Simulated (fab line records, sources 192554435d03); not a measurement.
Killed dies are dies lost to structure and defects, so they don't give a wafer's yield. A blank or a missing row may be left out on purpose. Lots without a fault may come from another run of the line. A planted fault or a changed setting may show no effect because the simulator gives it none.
Problem report in the 8D (eight disciplines) form, filled by code | flow n5_finfet | the parts of the form that need people (team, actions taken, sign-off) are left out

1. THE PROBLEM
plate_temp_C at N5_BEOL_M6_COAT_60 reads a mean of 231.65 C on 6 wafers of 2 lots; wafers without a fault read 219.99 C with a standard deviation of 0.17. That is +69 standard deviations from the usual mean.
The step: time 60 s, resist thk 35 nm.
First seen on wafer L821.1, day 12 00:01, on litho_track-04. The record holds 36 wafers of 12 lots with a number at this step. Rule for "out", or "out of limits": more than 4 standard deviations from the usual mean. The other wafers with a number count as sound.

2. WHAT IT IS AND WHAT IT IS NOT
question                    | is                                 | is not
which readings at this step | plate_temp_C, heater_power_total_W | -
which lots                  | L821, L823                         | L808, L810, L811, L813, L815, L816, L818, L820, L822, L831
which wafers of those lots  | all that have a number             | -
read on which tools         | litho_track-04                     | litho_track-02, litho_track-03
when                        | from day 12 00:01                  | up to then (27 sound wafers); but 3 sound wafers of L831 came after

3. SUSPECTS, AND WHAT RULES EACH OUT
Counting: a tool at a process step up to the reading stays a suspect if it ran every lot that is out and no sound lot after the first of them.
- litho_track-04 at N5_BEOL_M6_COAT_60 (time 60 s, resist thk 35 nm): kept. It ran every lot that is out, first L821 (day 12 00:01), and no sound lot after that; its last sound lot up to then is L822 (day 11 23:53). Its own readings are out on those wafers: heater_power_total_W, plate_temp_C.
Left after counting: litho_track-04 at N5_BEOL_M6_COAT_60.

4. THE CAUSE (what the simulator had put in)
Process parameter drift: litho_track-04, from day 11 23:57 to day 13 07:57, at N5_BEOL_M6_COAT_60. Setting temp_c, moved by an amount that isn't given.
Counting left only this tool.

5. THE CHAIN OF EFFECTS, in route order
Each row: a reading whose mean over the struck wafers that have a number lies more than 3 standard deviations from the usual. Only readings for which the record gives a usual standard deviation are gone through. hours: the time from each lot's start at the first step in this table that gives one to its start at this step, as a median over the lots. sigmas: the change in usual standard deviations.
hours | step               | reading              | usual    | on struck wafers | change | sigmas
0     | N5_BEOL_M6_COAT_60 | heater_power_total_W | 427.5 W  | 455.0            | +27.5  | +13
0     | N5_BEOL_M6_COAT_60 | plate_temp_C         | 219.99 C | 231.65           | +11.66 | +69
The process steps in it:
- N5_BEOL_M6_COAT_60: time 60 s, resist thk 35 nm.

6. WHAT WOULD HAVE CAUGHT IT SOONER
In this record the first reading out of limits was taken at day 12 00:01, 0 hours after the fault began at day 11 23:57.
